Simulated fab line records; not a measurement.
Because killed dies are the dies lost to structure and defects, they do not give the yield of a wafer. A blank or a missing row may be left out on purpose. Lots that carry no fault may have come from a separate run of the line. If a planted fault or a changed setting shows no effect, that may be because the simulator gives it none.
Which of the tools did it? ; flow n5Finfet ; Sampling: 14 lots, 41 wafers, 8 of 1938 route steps

== WHAT THE GAUGES READ, wafer by wafer ==
N5_BEOL_M0_SAQP_CD_MEAS_25 targets a cd of 13.1 nm. Usual: cdNm 12.82 nm, standard deviation 0.22.
lot;measured;on;cdNm (nm);flag
L802;day 5 13:47;cdSem-02;12.76 12.85 12.87;
L804;day 6 02:39;cdSem-02;12.82 12.64 12.47;
L805;day 6 09:04;cdSem-01;13.17 12.87 13.29;
L806;day 6 14:14;cdSem-01;13.41 12.38;
L807;day 7 04:23;cdSem-01;12.79 12.58 12.60;
L812;day 8 07:49;cdSem-03;- - -;OFF
L815;day 8 16:12;cdSem-01;- - -;OFF
L818;day 9 23:32;cdSem-02;12.81 12.76 12.74;
L820;day 10 03:16;cdSem-03;12.77 13.35 12.70;
L819;day 10 03:36;cdSem-03;12.86 12.83 12.95;
L821;day 10 07:12;cdSem-01;12.90 12.69 12.70;
L822;day 10 20:08;cdSem-02;12.68 13.03 12.93;
L823;day 11 08:14;cdSem-03;12.71 12.94 12.94;
L825;day 11 15:19;cdSem-03;13.03 13.27 12.73;

N5_BEOL_M4_RC_MEAS_101. Usual: DIBL_N 36.0 mV/V, standard deviation 1.9; DIBL_P 36.0 mV/V, standard deviation 2.1; IOFF_N 0.155 nA/um, standard deviation 0.029; IOFF_P 0.20 nA/um, standard deviation 0.032; ION_N 672 uA/um, standard deviation 11; ION_P 461 uA/um, standard deviation 6.9; SS_N 71.5 mV/dec, standard deviation 0.58; SS_P 73.2 mV/dec, standard deviation 0.64; VT_N 250.4 mV, standard deviation 2.9; VT_P -251.0 mV, standard deviation 2.8.
lot;measured;on;DIBL_N (mV/V);DIBL_P (mV/V);IOFF_N (nA/um);IOFF_P (nA/um);ION_N (uA/um);ION_P (uA/um);SS_N (mV/dec);SS_P (mV/dec);VT_N (mV);VT_P (mV);flag
L802;day 8 12:22;prober-02;34.5 35.0 35.1;33.8 35.0 34.7;0.124 0.131 0.136;0.16 0.17 0.16;676 659 661;455 446 451;70.4 71.1 70.7;72.2 72.5 72.9;254.2 253.3 251.9;-256.0 -252.8 -257.8;
L804;day 8 19:13;prober-01;34.9 35.2 36.4;34.6 35.3 35.9;0.145 0.160 0.168;0.22 0.22 0.22;661 670 669;457 462 460;71.4 71.6 72.3;72.4 73.1 72.6;249.4 245.6 247.4;-248.6 -248.3 -250.0;
L805;day 8 19:07;prober-02;38.1 39.6 39.5;39.4 40.4 39.7;0.192 0.218 0.213;0.26 0.27 0.27;696 682 705;475 466 478;71.6 72.0 71.0;74.1 73.4 73.7;247.3 244.8 247.4;-244.9 -248.1 -247.3;
L806;day 9 18:07;prober-01;34.8 36.1;34.1 35.2;0.124 0.143;0.19 0.20;666 660;460 460;71.1 71.8;72.9 73.1;252.0 251.5;-249.1 -249.3;
L807;day 9 22:37;prober-02;40.6 39.2 41.7;39.6 39.2 41.4;0.218 0.194 0.236;0.27 0.25 0.30;676 686 678;465 466 467;72.8 72.2 72.6;74.5 74.2 74.4;248.8 246.9 246.5;-248.0 -246.9 -246.9;
L818;day 12 15:49;prober-02;36.1 38.4 40.0;36.5 39.7 41.4;0.134 0.181 0.216;0.18 0.22 0.26;661 688 681;454 462 465;71.1 71.6 72.0;72.7 74.1 75.0;256.5 251.6 251.1;-253.1 -251.1 -249.7;
L820;day 12 19:56;prober-02;36.7 37.2 38.1;37.7 38.2 40.4;0.173 0.186 0.202;0.23 0.24 0.28;684 669 688;470 460 475;71.7 71.4 72.0;73.8 74.2 74.6;248.6 245.9 245.9;-248.9 -247.8 -245.5;
L819;day 12 21:11;prober-01;35.9 37.4 35.4;37.6 38.4 37.0;0.158 0.185 0.133;0.19 0.20 0.17;682 674 658;463 457 456;71.7 71.9 71.7;73.3 74.1 73.5;251.3 250.6 255.4;-253.3 -255.3 -255.4;
L821;day 13 00:13;prober-02;35.1 32.9 35.1;36.4 34.1 37.0;0.144 0.119 0.155;0.21 0.18 0.22;677 654 681;467 453 469;70.6 70.8 71.7;73.3 72.2 73.2;249.4 250.0 247.5;-251.5 -251.7 -249.1;
L822;day 13 15:59;prober-02;38.0 36.2 38.5;36.8 35.3 37.9;0.169 0.148 0.187;0.22 0.20 0.23;676 673 679;469 462 460;72.0 70.9 71.9;73.9 73.6 74.0;249.1 250.4 246.4;-247.3 -249.4 -247.4;
L823;day 14 00:02;prober-02;33.6 32.7 34.6;33.1 32.2 33.9;0.130 0.124 0.132;0.18 0.17 0.19;675 673 656;467 464 457;71.5 70.7 70.9;72.1 72.4 72.7;250.5 255.6 253.0;-250.3 -251.7 -251.1;
L825;day 13 23:31;prober-01;37.5 35.8 38.0;36.0 34.7 36.4;0.179 0.147 0.173;0.23 0.20 0.24;672 678 657;465 460 450;71.6 71.1 71.5;73.9 72.9 73.8;248.6 251.6 248.6;-246.8 -250.3 -252.1;

== WHICH TOOL RAN EACH LOT (tool, then ch and the chambers of the sampled wafers, then the start) ==
lot;N5_BEOL_M0_SAQP_HM_OPEN_112;N5_BEOL_M0_SAQP_MANDREL_ETCH_20;N5_BEOL_M0_SAQP_STRIP_86;N5_BEOL_M0_SAQP_SPACER1_ETCHBACK_99;N5_BEOL_M0_SAQP_MANDREL1_REMOVE_100;N5_BEOL_M0_SAQP_ETCH_101
L802;rieDiel-01 ch 1,2,3, day 5 12:23;rieSi-01 ch 1,2,3, day 5 12:30;rieDiel-04 ch 0,3, day 5 12:34;rieDiel-01 ch 0,1,3, day 5 13:35;rieSi-03 ch 0,1,3, day 5 13:40;rieDiel-01 ch 1,2,3, day 5 13:50
L804;rieDiel-05 ch 1,3, day 6 01:17;rieSi-01 ch 1,2,3, day 6 01:22;rieDiel-05 ch 0,2,3, day 6 01:28;rieDiel-01 ch 0,2, day 6 02:27;rieSi-01 ch 0,2,3, day 6 02:32;rieDiel-01 ch 0,2,3, day 6 02:41
L805;rieDiel-05 ch 0,3, day 6 07:40;rieSi-01 ch 0,1,3, day 6 07:46;rieDiel-01 ch 1,2, day 6 07:52;rieDiel-05 ch 0,1,3, day 6 08:53;rieSi-05 ch 0,2,3, day 6 08:58;rieDiel-01 ch 1,2,3, day 6 09:16
L806;rieDiel-01 ch 0,2, day 6 12:49;rieSi-05 ch 0,3, day 6 12:54;rieDiel-05 ch 1,2, day 6 13:00;rieDiel-01 ch 1,2, day 6 14:02;rieSi-05 ch 2, day 6 14:08;rieDiel-01 ch 1,2, day 6 14:16
L807;rieDiel-05 ch 0,2,3, day 7 03:01;rieSi-03 ch 0,1,3, day 7 03:06;rieDiel-01 ch 1,2,3, day 7 03:12;rieDiel-04 ch 0,3, day 7 04:11;rieSi-01 ch 0,1,2, day 7 04:17;rieDiel-05 ch 0,2,3, day 7 04:26
L812;rieDiel-05 ch 1,2,3, day 8 06:19;rieSi-05 ch 0,2,3, day 8 06:24;rieDiel-04 ch 0,1,2, day 8 06:30;rieDiel-04 ch 1,2,3, day 8 07:37;rieSi-03 ch 2,3, day 8 07:43;rieDiel-04 ch 0,2,3, day 8 08:06
L815;rieDiel-05 ch 1,2,3, day 8 14:17;rieSi-03 ch 0,2,3, day 8 14:22;rieDiel-05 ch 0,1,2, day 8 14:34;rieDiel-01 ch 0,2,3, day 8 16:00;rieSi-01 ch 0,2, day 8 16:05;rieDiel-04 ch 0,2, day 8 16:14
L818;rieDiel-05 ch 0,2, day 9 22:08;rieSi-03 ch 1,2, day 9 22:13;rieDiel-05 ch 1,3, day 9 22:19;rieDiel-05 ch 0,1, day 9 23:21;rieSi-05 ch 0,1,3, day 9 23:26;rieDiel-01 ch 1,2,3, day 9 23:35
L820;rieDiel-04 ch 1,2,3, day 10 01:39;rieSi-01 ch 0,2,3, day 10 01:44;rieDiel-04 ch 1,2,3, day 10 01:50;rieDiel-05 ch 1,2,3, day 10 03:05;rieSi-05 ch 0,1,2, day 10 03:10;rieDiel-04 ch 1,2,3, day 10 03:19
L819;rieDiel-05 ch 0,1,2, day 10 01:50;rieSi-03 ch 0,1,3, day 10 01:55;rieDiel-05 ch 0,1,3, day 10 02:01;rieDiel-04 ch 1,2,3, day 10 03:24;rieSi-03 ch 1,2,3, day 10 03:29;rieDiel-05 ch 0,2,3, day 10 03:38
L821;rieDiel-04 ch 1,3, day 10 05:40;rieSi-05 ch 0,2,3, day 10 05:44;rieDiel-01 ch 0,1,2, day 10 05:59;rieDiel-04 ch 1,2,3, day 10 07:00;rieSi-05 ch 1,2,3, day 10 07:05;rieDiel-04 ch 1,2,3, day 10 07:14
L822;rieDiel-01 ch 0,1,2, day 10 17:49;rieSi-05 ch 0,1, day 10 17:53;rieDiel-04 ch 0,1,3, day 10 17:59;rieDiel-05 ch 1,2,3, day 10 19:56;rieSi-03 ch 2,3, day 10 20:01;rieDiel-05 ch 0,3, day 10 20:10
L823;rieDiel-05 ch 0,2,3, day 11 06:21;rieSi-01 ch 0,1,2, day 11 06:26;rieDiel-04 ch 0,2,3, day 11 06:32;rieDiel-05 ch 0,2,3, day 11 08:02;rieSi-05 ch 0,1,3, day 11 08:07;rieDiel-05 ch 0,1,2, day 11 08:16
L825;rieDiel-05 ch 0,1,3, day 11 13:56;rieSi-01 ch 0,2,3, day 11 14:01;rieDiel-04 ch 2,3, day 11 14:07;rieDiel-05 ch 0,1,2, day 11 15:07;rieSi-05 ch 1,2,3, day 11 15:12;rieDiel-01 ch 0,1, day 11 15:21
- N5_BEOL_M0_SAQP_HM_OPEN_112: chemistry CHF3/O2, target SiO2, stops on a-Si, target depth 12 nm, time 13.5 s.
- N5_BEOL_M0_SAQP_MANDREL_ETCH_20: etches a-Si in HBr/Cl2, stops on SiNx, target depth 60 nm, bt time 10 s, time 30 s.
- N5_BEOL_M0_SAQP_STRIP_86: strips in N2/H2.
- N5_BEOL_M0_SAQP_SPACER1_ETCHBACK_99: etches SiO2 in CHF3/O2, target depth 15.4 nm, time 7.7 s.
- N5_BEOL_M0_SAQP_MANDREL1_REMOVE_100: chemistry HBr/Cl2/O2, target a-Si, stops on SiNx, bt time 10 s.
- N5_BEOL_M0_SAQP_ETCH_101: etches SiNx in CH3F/O2, target depth 29.9 nm, time 42.7 s.

== AS READ BY THE TOOLS THEMSELVES (means over the sampled wafers that have a number; for cases with no such wafer, the mark the record gives instead) ==
N5_BEOL_M0_SAQP_HM_OPEN_112. Usual: CHF3_flow_sccm 50.02 sccm, standard deviation 0.13; O2_flow_sccm 4.997 sccm, standard deviation 0.015; drypumpMotorCurrentA 5.6 A, standard deviation 0.32; oesProductAu 0.50 a.u., standard deviation 0.052; rfVppV 522 V, standard deviation 10; showerheadPlenumPTorr 2.42 Torr, standard deviation 0.074; throttleValvePct 18.82 %, standard deviation 0.27.
lot;tool;CHF3_flow_sccm (sccm);O2_flow_sccm (sccm);drypumpMotorCurrentA (A);oesProductAu (a.u.);rfVppV (V);showerheadPlenumPTorr (Torr);throttleValvePct (%);flag
L802;rieDiel-01;50.03;4.990;5.6;0.49;533;2.37;18.86;
L804;rieDiel-05;49.94;5.008;5.3;0.48;517;2.42;18.69;
L805;rieDiel-05;50.13;5.001;5.5;0.51;519;2.47;18.93;
L806;rieDiel-01;49.96;5.014;5.3;0.51;520;2.42;19.06;
L807;rieDiel-05;50.04;5.006;5.6;0.51;516;2.46;18.90;
L812;rieDiel-05;-;-;-;-;-;-;-;OFF
L815;rieDiel-05;-;-;-;-;-;-;-;OFF
L818;rieDiel-05;50.07;4.995;5.7;0.50;515;2.45;18.90;
L820;rieDiel-04;50.08;4.995;6.1;0.54;532;2.43;18.64;
L819;rieDiel-05;49.97;5.005;5.5;0.51;515;2.46;18.80;
L821;rieDiel-04;49.99;5.005;6.2;0.50;536;2.47;18.91;
L822;rieDiel-01;49.97;5.003;5.4;0.49;525;2.40;19.01;
L823;rieDiel-05;49.98;4.995;5.6;0.49;516;2.45;18.96;
L825;rieDiel-05;50.01;4.992;5.4;0.50;517;2.46;18.84;

N5_BEOL_M0_SAQP_MANDREL_ETCH_20. Usual: drypumpMotorCurrentA 5.7 A, standard deviation 0.54; oesProductAu 0.781 a.u., standard deviation 0.012; throttleValvePct 35.4 %, standard deviation 0.39.
lot;tool;drypumpMotorCurrentA (A);oesProductAu (a.u.);throttleValvePct (%);flag
L802;rieSi-01;5.5;0.784;35.2;
L804;rieSi-01;5.5;0.773;35.2;
L805;rieSi-01;5.6;0.782;35.2;
L806;rieSi-05;6.2;0.779;35.4;
L807;rieSi-03;5.5;0.798;35.4;
L812;rieSi-05;6.3;0.326;36.1;OFF
L815;rieSi-03;5.6;0.327;36.3;OFF
L818;rieSi-03;5.4;0.779;36.1;
L820;rieSi-01;5.7;0.779;35.4;
L819;rieSi-03;5.5;0.789;35.4;
L821;rieSi-05;6.3;0.778;35.2;
L822;rieSi-05;5.5;0.793;35.0;
L823;rieSi-01;5.9;0.770;35.4;
L825;rieSi-01;5.7;0.777;35.4;

N5_BEOL_M0_SAQP_STRIP_86. Usual: drypumpMotorCurrentA 5.7 A, standard deviation 0.33; oesProductAu 0.77 a.u., standard deviation 0.089; rfVppV 121.8 V, standard deviation 1.3; showerheadPlenumPTorr 3.37 Torr, standard deviation 0.085; tempC 40.00 C, standard deviation 0.11; throttleValvePct 18.80 %, standard deviation 0.23.
lot;tool;drypumpMotorCurrentA (A);oesProductAu (a.u.);rfVppV (V);showerheadPlenumPTorr (Torr);tempC (C);throttleValvePct (%);flag
L802;rieDiel-04;5.8;0.71;121.5;3.47;39.89;19.19;
L804;rieDiel-05;5.6;0.80;122.1;3.41;39.99;18.68;
L805;rieDiel-01;5.5;0.73;122.1;3.34;40.07;18.90;
L806;rieDiel-05;5.6;0.74;122.6;3.35;39.93;18.78;
L807;rieDiel-01;5.5;0.73;121.1;3.30;40.09;18.92;
L812;rieDiel-04;6.1;0.76;122.1;3.40;40.04;18.83;
L815;rieDiel-05;5.5;0.79;121.2;3.42;39.92;18.71;
L818;rieDiel-05;5.3;0.72;121.0;3.35;40.08;18.70;
L820;rieDiel-04;6.1;0.83;122.0;3.39;40.08;18.80;
L819;rieDiel-05;5.4;0.76;120.9;3.41;40.08;18.65;
L821;rieDiel-01;5.4;0.74;121.4;3.34;40.01;18.91;
L822;rieDiel-04;6.0;0.86;121.0;3.44;40.01;18.85;
L823;rieDiel-04;6.0;0.91;123.5;3.40;40.01;18.70;
L825;rieDiel-04;6.1;0.88;122.0;3.33;40.10;18.69;

N5_BEOL_M0_SAQP_SPACER1_ETCHBACK_99. Usual: drypumpMotorCurrentA 5.6 A, standard deviation 0.33; oesProductAu 0.77 a.u., standard deviation 0.088; rfVppV 521 V, standard deviation 9.6; showerheadPlenumPTorr 2.44 Torr, standard deviation 0.076; throttleValvePct 18.87 %, standard deviation 0.26.
lot;tool;drypumpMotorCurrentA (A);oesProductAu (a.u.);rfVppV (V);showerheadPlenumPTorr (Torr);throttleValvePct (%);flag
L802;rieDiel-01;5.5;0.79;525;2.39;18.76;
L804;rieDiel-01;5.3;0.80;516;2.43;19.04;
L805;rieDiel-05;5.4;0.79;517;2.47;18.85;
L806;rieDiel-01;5.5;0.72;533;2.40;19.12;
L807;rieDiel-04;5.8;0.70;520;2.48;19.10;
L812;rieDiel-04;6.1;0.77;533;2.43;18.82;
L815;rieDiel-01;5.5;0.75;525;2.38;18.98;
L818;rieDiel-05;5.3;0.83;517;2.52;18.81;
L820;rieDiel-05;5.5;0.71;516;2.40;18.92;
L819;rieDiel-04;6.1;0.84;531;2.43;18.71;
L821;rieDiel-04;6.1;0.83;532;2.43;18.72;
L822;rieDiel-05;5.5;0.70;516;2.40;18.92;
L823;rieDiel-05;5.6;0.74;517;2.45;19.01;
L825;rieDiel-05;5.5;0.76;515;2.45;18.86;

N5_BEOL_M0_SAQP_MANDREL1_REMOVE_100. Usual: drypumpMotorCurrentA 5.8 A, standard deviation 0.55; oesProductAu 1.009 a.u., standard deviation 0.015; throttleValvePct 36.6 %, standard deviation 0.4.
lot;tool;drypumpMotorCurrentA (A);oesProductAu (a.u.);throttleValvePct (%);flag
L802;rieSi-03;5.5;1.028;36.7;
L804;rieSi-01;5.7;1.005;36.7;
L805;rieSi-05;6.3;1.000;36.5;
L806;rieSi-05;6.5;1.004;36.3;
L807;rieSi-01;5.9;1.004;36.7;
L812;rieSi-03;5.1;0.380;36.7;OFF
L815;rieSi-01;5.9;0.377;36.8;OFF
L818;rieSi-05;5.8;0.997;36.5;
L820;rieSi-05;6.0;1.001;36.3;
L819;rieSi-03;5.2;1.017;37.1;
L821;rieSi-05;5.9;1.001;36.5;
L822;rieSi-03;5.1;1.017;36.7;
L823;rieSi-05;5.9;1.000;36.5;
L825;rieSi-05;5.9;1.004;36.5;

N5_BEOL_M0_SAQP_ETCH_101. Usual: CH3F_flow_sccm 29.99 sccm, standard deviation 0.079; drypumpMotorCurrentA 5.7 A, standard deviation 0.33; oesProductAu 0.76 a.u., standard deviation 0.082; rfVppV 298 V, standard deviation 6.2; showerheadPlenumPTorr 2.00 Torr, standard deviation 0.059; throttleValvePct 16.4 %, standard deviation 0.31.
lot;tool;CH3F_flow_sccm (sccm);drypumpMotorCurrentA (A);oesProductAu (a.u.);rfVppV (V);showerheadPlenumPTorr (Torr);throttleValvePct (%);flag
L802;rieDiel-01;30.03;5.5;0.74;301;1.96;16.4;
L804;rieDiel-01;29.92;5.5;0.77;297;1.98;16.4;
L805;rieDiel-01;29.99;5.5;0.73;302;1.96;16.4;
L806;rieDiel-01;30.01;5.5;0.72;302;1.99;16.6;
L807;rieDiel-05;30.00;5.6;0.77;294;2.05;16.4;
L812;rieDiel-04;30.01;5.9;0.77;295;2.02;16.3;
L815;rieDiel-04;30.03;5.8;0.76;292;2.02;16.3;
L818;rieDiel-01;30.02;5.5;0.72;302;1.95;16.5;
L820;rieDiel-04;29.95;6.1;0.83;301;2.01;16.2;
L819;rieDiel-05;30.01;5.6;0.75;293;2.04;16.5;
L821;rieDiel-04;30.01;6.1;0.83;302;2.01;16.2;
L822;rieDiel-05;29.94;5.5;0.72;293;2.04;16.5;
L823;rieDiel-05;29.99;5.5;0.78;292;2.04;16.3;
L825;rieDiel-01;29.88;5.4;0.78;293;2.01;16.4;

== THE ANSWER, worked out from the rows above alone ==
Rule: lot off if the mean of its wafers having a number is beyond 3 standard deviations from the usual mean. Also off: a lot with no number at a reading for which 4 or more lots have one. All remaining lots with rows at the step are treated as sound. After the gauges, taken in route order, come the tools' own readings; for these a lot's mean is taken, as printed above. The first step at which some lot is off is used, and at that step the reading that is off furthest; a lot without a number counts as furthest.
Off, at N5_BEOL_M0_SAQP_CD_MEAS_25 on cdNm: L812, L815. Without a number there: L812, L815.
If a tool, at a process step before that reading, ran all the lots that are off and no sound lot after the first of them, it fits. The gauges at N5_BEOL_M0_SAQP_CD_MEAS_25 aren't tried: what is off there is off at N5_BEOL_M0_SAQP_HM_OPEN_112 too, on other tools, and a gauge's error can't cause that. Of those tried, none fits.

== WHAT THE SIMULATOR HAD PUT IN ==
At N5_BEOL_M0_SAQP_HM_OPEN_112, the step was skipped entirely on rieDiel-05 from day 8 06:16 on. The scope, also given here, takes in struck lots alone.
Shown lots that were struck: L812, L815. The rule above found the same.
